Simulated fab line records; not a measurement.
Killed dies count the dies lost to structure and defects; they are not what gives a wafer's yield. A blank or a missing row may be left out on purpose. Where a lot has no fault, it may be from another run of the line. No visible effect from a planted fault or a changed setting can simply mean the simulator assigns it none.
fab line records -- flow nand_harc -- part 2 of 2: steps 26 to 36 of 36
[record] lots = 5, wafers = 15, last_day = 24
route steps=1159 shown A_WL_FILL@817 A_CONTACT@840
lots with no fault: from the same line, run without faults
start_h: start of the lot's first displayed wafer, in hours after the record's first day -- wait_h: hours elapsed since this lot's preceding step -- " the same as in the row above -- L1.1+2: a row that stands for several wafers -- - no value present, or no start provided -- * or withheld: withheld -- < > ~ a bound
route shown NAME@n: a module of which the file shows steps, and the number in the route of the first -- usual: mean/standard deviation taken from wafers without a fault -- same: alike in all rows -- chamber/n: place in a boat -- sites: each site's reading -- _std_site: standard deviation of those values -- _edge_site: outer sites' mean less inner sites' -- radius_mm: how far each site lies from the wafer's centre -- mask NAME#n: copy n -- behind: the tool/chamber that last shaped the wafer -- hold: the reason the lot was held/the length of the hold in hours/how it ended -- device: whichever transistor did not switch (one of n, p or np) -- end of line: tests of these same wafers at the route's end -- for a step that has no rows: nothing shown but its recipe -- killed: dies lost to structure and defects at the first sort, not the wafer's yield -- map: the dies of a wafer, with x for killed, . for not killed, _ for no die there
set.NAME: the run value of the setting; set.NAME@STEP: its run value at that earlier step -- model.NAME: the simulator's own value behind a step, which no gauge read
lots seen at some steps along the route; tables by step, rows by wafer
services: when a tool's chamber went out of use (start_h, in hours from the record's first day, below 0 if earlier), for how many hours, and the reason
[[steps]]
[step NHARC_A_CONTACT_COAT_35]
[recipe] temp_c = 225, time_s = 65
[usual] heater_power_total_W = 446.8/2
lot.wafer,tool,chamber,start_h,wait_h,heater_power_total_W
L077.1,litho_track-01,0,-,-,446.5
L077.5,litho_track-01,0,-,-,449.4
L077.6,litho_track-01,0,-,-,444.6
L084.2,litho_track-06,0,-,-,444.7
L084.3,litho_track-06,0,-,-,445.6
L084.6,litho_track-06,0,-,-,444.6
L082.2,litho_track-06,0,-,-,447.4
L082.4,litho_track-06,0,-,-,445.1
L082.5,litho_track-06,0,-,-,449.0
L092.1,litho_track-01,0,-,-,448.6
L092.2,litho_track-01,0,-,-,446.5
L092.3,litho_track-01,0,-,-,446.2
L094.4,litho_track-06,0,-,-,448.3
L094.5,litho_track-06,0,-,-,445.9
L094.6,litho_track-06,0,-,-,446.1
[step NHARC_A_CONTACT_COAT_36]
[recipe] spin_rpm = 1500, resist_thk_nm = 90
[usual] dispense_pressure_kPa = 49/3.1
lot.wafer,tool,chamber,start_h,wait_h,dispense_pressure_kPa
L077.1,litho_track-01,0,-,-,46
L077.5,litho_track-01,0,-,-,46
L077.6,litho_track-01,0,-,-,46
L084.2,litho_track-06,0,-,-,53
L084.3,litho_track-06,0,-,-,53
L084.6,litho_track-06,0,-,-,53
L082.2,litho_track-06,0,-,-,53
L082.4,litho_track-06,0,-,-,53
L082.5,litho_track-06,0,-,-,53
L092.1,litho_track-01,0,-,-,46
L092.2,litho_track-01,0,-,-,46
L092.3,litho_track-01,0,-,-,46
L094.4,litho_track-06,0,-,-,53
L094.5,litho_track-06,0,-,-,53
L094.6,litho_track-06,0,-,-,53
[step NHARC_A_CONTACT_SOFTBAKE_37]
[recipe] temp_c = 105, time_s = 55
[usual] heater_power_total_W = 188.48/0.15
lot.wafer,tool,chamber,start_h,wait_h,heater_power_total_W
L077.1,litho_track-01,0,-,-,188.62
L077.5,litho_track-01,0,-,-,188.43
L077.6,litho_track-01,0,-,-,188.41
L084.2,litho_track-06,0,-,-,188.68
L084.3,litho_track-06,0,-,-,188.32
L084.6,litho_track-06,0,-,-,188.42
L082.2,litho_track-06,0,-,-,188.37
L082.4,litho_track-06,0,-,-,188.27
L082.5,litho_track-06,0,-,-,188.61
L092.1,litho_track-01,0,-,-,188.72
L092.2,litho_track-01,0,-,-,188.47
L092.3,litho_track-01,0,-,-,188.32
L094.4,litho_track-06,0,-,-,188.74
L094.5,litho_track-06,0,-,-,188.35
L094.6,litho_track-06,0,-,-,188.36
[step NHARC_A_CONTACT_EBR_38]
lot.wafer,tool,chamber,start_h,wait_h
L077.1+5+6,litho_track-01,0,-,-
L084.2+3+6,litho_track-06,0,-,-
L082.2+4+5,litho_track-06,0,-,-
L092.1+2+3,litho_track-01,0,-,-
L094.4+5+6,litho_track-06,0,-,-
[step NHARC_A_CONTACT_EXPOSE_39]
[recipe] na = 1.35, sigma_outer = 0.8, dose_mj = 58.79, mask_id = A_CC_3
[usual] exposure_dose_mJ_cm2 = 58.75/0.059
[same] na = 1.35
lot.wafer,tool,chamber,start_h,wait_h,mask,exposure_dose_mJ_cm2
L077.1,arfi_scanner-02,0,368.18,-,A_CC_3#0,58.80
L077.5,arfi_scanner-02,0,368.18,-,A_CC_3#0,58.78
L077.6,arfi_scanner-02,0,368.18,-,A_CC_3#0,58.80
L084.2,arfi_scanner-03,0,419.90,-,A_CC_3#0,58.76
L084.3,arfi_scanner-03,0,419.90,-,A_CC_3#0,58.83
L084.6,arfi_scanner-03,0,419.90,-,A_CC_3#0,58.79
L082.2,arfi_scanner-03,0,423.95,-,A_CC_3#0,58.78
L082.4,arfi_scanner-03,0,423.95,-,A_CC_3#0,58.78
L082.5,arfi_scanner-03,0,423.95,-,A_CC_3#0,58.76
L092.1,arfi_scanner-02,0,487.54,-,A_CC_3#0,58.72
L092.2,arfi_scanner-02,0,487.54,-,A_CC_3#0,58.71
L092.3,arfi_scanner-02,0,487.54,-,A_CC_3#0,58.71
L094.4,arfi_scanner-02,0,489.96,-,A_CC_3#0,58.72
L094.5,arfi_scanner-02,0,489.96,-,A_CC_3#0,58.75
L094.6,arfi_scanner-02,0,489.96,-,A_CC_3#0,58.72
[step NHARC_A_CONTACT_PEB_40]
[recipe] peb_temp_c = 100, peb_time_s = 65
[usual] heater_power_total_W = 156.7/0.41
[same] peb_time_s = 65
lot.wafer,tool,chamber,start_h,wait_h,heater_power_total_W
L077.1,litho_track-06,0,368.24,0.1,157.0
L077.5,litho_track-06,0,368.24,0.1,156.6
L077.6,litho_track-06,0,368.24,0.1,156.8
L084.2,litho_track-04,0,419.96,0.1,157.2
L084.3,litho_track-04,0,419.96,0.1,156.6
L084.6,litho_track-04,0,419.96,0.1,156.6
L082.2,litho_track-04,0,424.00,0.1,156.7
L082.4,litho_track-04,0,424.00,0.1,156.3
L082.5,litho_track-04,0,424.00,0.1,156.0
L092.1,litho_track-06,0,487.60,0.1,156.7
L092.2,litho_track-06,0,487.60,0.1,156.3
L092.3,litho_track-06,0,487.60,0.1,157.2
L094.4,litho_track-01,0,490.01,0.0,156.5
L094.5,litho_track-01,0,490.01,0.0,156.2
L094.6,litho_track-01,0,490.01,0.0,156.7
[step NHARC_A_CONTACT_DEVELOP_41]
[recipe] develop_time_s = 35, dev_temp_c = 23
lot.wafer,tool,chamber,start_h,wait_h
L077.1+5+6,litho_track-06,0,-,-
L084.2+3+6,litho_track-04,0,-,-
L082.2+4+5,litho_track-04,0,-,-
L092.1+2+3,litho_track-06,0,-,-
L094.4+5+6,litho_track-01,0,-,-
[step NHARC_A_CONTACT_CD_MEAS_42]
[recipe] target_cd_nm = 200, landing_energy_ev = 500
[usual] cd_nm = 199.4/0.87
lot.wafer,tool,chamber,start_h,wait_h,cd_nm
L077.1,cd_sem-02,0,368.32,-,198.8
L077.5,cd_sem-02,0,368.32,-,199.0
L077.6,cd_sem-02,0,368.32,-,199.5
L084.2,cd_sem-02,0,420.04,-,200.3
L084.3,cd_sem-02,0,420.04,-,201.3
L084.6,cd_sem-02,0,420.04,-,199.6
L082.2,cd_sem-03,0,424.08,-,200.4
L082.4,cd_sem-03,0,424.08,-,199.8
L082.5,cd_sem-03,0,424.08,-,198.6
L092.1,cd_sem-01,0,487.68,-,197.7
L092.2,cd_sem-01,0,487.68,-,199.2
L092.3,cd_sem-01,0,487.68,-,199.4
L094.4,cd_sem-02,0,490.09,-,199.2
L094.5,cd_sem-02,0,490.09,-,198.6
L094.6,cd_sem-02,0,490.09,-,199.7
[step NHARC_A_CONTACT_OVL_MEAS_43]
[usual] overlay_x_nm = 0.2/0.77, overlay_y_nm = 0.1/0.9
lot.wafer,tool,chamber,start_h,wait_h,overlay_x_nm,overlay_y_nm
L077.1,overlay-01,-,368.41,-,1.2,-1.2
L077.5,overlay-01,-,368.41,-,0.4,-0.9
L077.6,overlay-01,-,368.41,-,0.3,-0.5
L084.2,overlay-02,-,420.13,-,0.2,1.5
L084.3,overlay-02,-,420.13,-,0.6,0.8
L084.6,overlay-02,-,420.13,-,0.4,0.5
L082.2,overlay-02,-,424.17,-,-0.1,-1.4
L082.4,overlay-02,-,424.17,-,0.5,-1.0
L082.5,overlay-02,-,424.17,-,0.8,-1.4
L092.1,overlay-01,-,487.77,-,-0.3,0.2
L092.2,overlay-01,-,487.77,-,0.0,0.2
L092.3,overlay-01,-,487.77,-,-0.3,0.4
L094.4,overlay-01,-,490.17,-,0.3,-0.4
L094.5,overlay-01,-,490.17,-,0.3,0.0
L094.6,overlay-01,-,490.17,-,0.2,-0.4
[step NHARC_A_CONTACT_INSPECT_44]
[usual] raw_defect_count = 26/12
lot.wafer,tool,chamber,start_h,wait_h,raw_defect_count
L077.1,defect_inspect-01,-,368.44,0.0,26
L077.5,defect_inspect-01,-,368.44,0.0,37
L077.6,defect_inspect-01,-,368.44,0.0,29
L084.2,defect_inspect-01,-,420.17,0.0,14
L084.3,defect_inspect-01,-,420.17,0.0,13
L084.6,defect_inspect-01,-,420.17,0.0,11
L082.2,defect_inspect-01,-,424.21,0.0,17
L082.4,defect_inspect-01,-,424.21,0.0,14
L082.5,defect_inspect-01,-,424.21,0.0,14
L092.1,defect_inspect-02,-,487.81,0.0,24
L092.2,defect_inspect-02,-,487.81,0.0,18
L092.3,defect_inspect-02,-,487.81,0.0,28
L094.4,defect_inspect-02,-,490.21,0.0,36
L094.5,defect_inspect-02,-,490.21,0.0,25
L094.6,defect_inspect-02,-,490.21,0.0,45
[step NHARC_A_CONTACT_DESCUM_47]
[recipe] time_s = 3, o2_flow_sccm = 200, ar_flow_sccm = 0, bias_power_w = 0, chemistry = O2
[usual] drypump_motor_current_A = 5.7/0.45, oes_product_au = 0.994/0.011, rf_vpp_V = 57.8/1, showerhead_plenum_p_Torr = 1.93/0.11, throttle_valve_pct = 11.311/0.0086
lot.wafer,tool,chamber,start_h,wait_h,drypump_motor_current_A,oes_product_au,rf_hours_counter_h,rf_vpp_V,showerhead_plenum_p_Torr,throttle_valve_pct
L077.1,rie_diel-13,1,368.50,0.1,5.9,1.008,18,58.6,2.00,11.310
L077.5,rie_diel-13,1,368.50,0.1,5.9,1.004,-,60.1,2.00,11.303
L077.6,rie_diel-13,2,368.50,0.1,5.8,0.995,-,56.5,1.77,11.326
L084.3,rie_diel-13,0,420.25,0.1,6.1,0.992,27,58.1,1.82,11.298
L084.2,rie_diel-13,1,420.25,0.1,5.9,1.000,28,56.7,2.00,11.311
L084.6,rie_diel-13,3,420.25,0.1,4.8,1.002,-,56.4,1.76,11.304
L082.4,rie_diel-01,3,424.27,0.1,5.1,0.980,31,56.7,1.99,11.318
L082.2,rie_diel-01,1,424.27,0.1,5.2,0.996,30,58.7,2.05,11.303
L082.5,rie_diel-01,3,424.27,0.1,5.1,0.971,-,58.0,1.99,11.300
L092.2,rie_diel-13,2,487.87,0.1,5.8,0.995,4,60.4,2.08,11.304
L092.3,rie_diel-13,3,487.87,0.1,4.8,1.007,4,58.3,2.08,11.306
L092.1,rie_diel-13,1,487.87,0.1,5.9,0.985,4,57.0,1.99,11.312
L094.4,rie_diel-13,3,490.27,0.1,4.8,0.993,5,58.8,2.07,11.311
L094.6,rie_diel-13,3,490.27,0.1,4.8,1.007,-,56.7,2.07,11.321
L094.5,rie_diel-13,0,490.27,0.1,6.1,0.988,-,56.9,1.82,11.320
[[services]]
tool,chamber,start_h,hours,kind
pecvd-03,-,331.36,0.9,repair
rie_metal-01,-,332.00,9.0,pm
acl_dep-02,-,351.43,13.0,pm
rie_diel-10,-,353.52,9.0,pm
wet_bench-02,-,356.00,8.0,pm
pecvd-03,0,360.79,7.0,repair
acl_dep-02,-,366.11,0.3,repair
cmp-01,-,375.50,4.0,pm
pecvd-04,-,376.59,13.0,pm
cvd_w-02,-,380.12,13.0,pm
wet_bench-01,-,389.60,8.0,pm
cmp-01,-,392.17,0.5,repair
pecvd-03,2,395.36,10.0,repair
rie_diel-13,3,413.15,4.2,repair
arfi_scanner-02,-,428.00,4.0,pm
litho_track-01,-,443.00,7.0,pm
cmp-01,-,449.52,1.6,repair
rie_diel-13,-,453.23,9.0,pm
rie_metal-01,-,462.01,0.3,repair
litho_track-06,-,467.00,7.0,pm
cmp-01,-,473.50,4.0,pm
pecvd-03,-,474.10,13.0,pm
rie_diel-10,2,478.20,2.9,repair
wet_bench-06,-,481.60,8.0,pm
